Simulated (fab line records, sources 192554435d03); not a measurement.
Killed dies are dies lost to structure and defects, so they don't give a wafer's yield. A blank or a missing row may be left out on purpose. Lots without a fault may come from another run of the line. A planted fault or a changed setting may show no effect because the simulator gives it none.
Split-lot experiment | flow n5_finfet | 7 lots, 21 wafers read, on a route of 1938 steps

THE SPLIT
At N5_BEOL_M13_SPUTTER_43 (material TaN, target thk 15 nm, time 24.19 s), the setting time_s was moved away from the recipe's 24.19 s on 8 of the 21 wafers read, by -5.2% to +13.8%. The other wafers ran this setting at the recipe's value.

The reading is taken at the split's own step.

THE READING
TaN_of_BEOL_M13_SPUTTER_43.thk_nm (the simulator's own value, which no gauge read), in nm, at N5_BEOL_M13_SPUTTER_43 (material TaN, target thk 15 nm, time 24.19 s). The file gives no usual value for it. The 13 wafers here that ran the recipe average 14.9 nm, standard deviation 0.13 nm.

wafer  | tool, chamber at the split | time_s as run, s | against the recipe | TaN_of_BEOL_M13_SPUTTER_43.thk_nm, nm | against lot-mates on the recipe
L081.1 | pvd_sputter-01, -          | 24.19            | recipe             | 14.8                                  | -
L081.4 | pvd_sputter-01, -          | 26.32            | +8.8%              | 16.4                                  | +1.6
L081.5 | pvd_sputter-01, -          | 26.32            | +8.8%              | 16                                    | +1.2
L083.1 | pvd_sputter-02, -          | 24.19            | recipe             | 15                                    | -
L083.5 | pvd_sputter-02, -          | 24.19            | recipe             | 15                                    | -
L083.4 | pvd_sputter-02, -          | 24.19            | recipe             | 14.8                                  | -
L084.1 | pvd_sputter-01, -          | 22.94            | -5.2%              | 14.6                                  | -0.4
L084.3 | pvd_sputter-01, -          | 24.19            | recipe             | 15                                    | -
L084.6 | pvd_sputter-01, -          | 24.19            | recipe             | 15                                    | -
L085.4 | pvd_sputter-01, -          | 24.19            | recipe             | 14.6                                  | -
L085.5 | pvd_sputter-01, -          | 25.66            | +6.1%              | 15.6                                  | +1.0
L085.6 | pvd_sputter-01, -          | 25.66            | +6.1%              | 15.6                                  | +1.0
L086.2 | pvd_sputter-01, -          | 24.19            | recipe             | 14.8                                  | -
L086.6 | pvd_sputter-01, -          | 24.19            | recipe             | 14.8                                  | -
L086.4 | pvd_sputter-01, -          | 27.52            | +13.8%             | 16.8                                  | +2.0
L088.3 | pvd_sputter-03, -          | 26.82            | +10.9%             | 16.6                                  | +1.6
L088.4 | pvd_sputter-03, -          | 26.82            | +10.9%             | 16.6                                  | +1.6
L088.5 | pvd_sputter-03, -          | 24.19            | recipe             | 15                                    | -
L095.3 | pvd_sputter-02, -          | 24.19            | recipe             | 15                                    | -
L095.6 | pvd_sputter-02, -          | 24.19            | recipe             | 15                                    | -
L095.4 | pvd_sputter-02, -          | 24.19            | recipe             | 14.8                                  | -

THE FIT
A straight line over all 21 wafers: TaN_of_BEOL_M13_SPUTTER_43.thk_nm changes by +0.139 nm for each +1% of time_s; r = +0.97; the points scatter about the line by 0.17 nm.
The same after taking each lot's own level away (the mean of its wafers on the recipe; 21 wafers): +0.145 nm for each +1%; r = +0.99; scatter 0.12 nm.
On that fit, the largest move of time_s shifts the reading by 2 nm.
The lots' own levels span 14.60 to 15.00 nm, that is 3.2 times the standard deviation above.
So the lot-to-lot level changes the slope little: the two slopes agree.
Check: with one of the wafers moved furthest among these (+13.8%) left out of the fit, the line predicts +2.05 nm for it against its lot-mates. It came out at +2 nm against them.

OTHER SPLITS ON THESE WAFERS
These wafers also went through other splits before the reading. Each is held against what the fit with the lots' levels taken away leaves over:
other split on the same wafers | wafers away from the commonest value | r with TaN_of_BEOL_M13_SPUTTER_43.thk_nm (lot level and that fit taken away)
N5_BEOL_M10_DEP_56 time_s      | 7                                    | +0.33
N5_BEOL_M12_SPUTTER_43 time_s  | 9                                    | +0.10
N5_BEOL_M13_ETCH_68 time_s     | 4                                    | -0.11

THE FILE'S OWN FIT
TaN_of_BEOL_M13_SPUTTER_43.thk_nm changes by +0.146 nm for each +1% of time_s, r = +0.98.
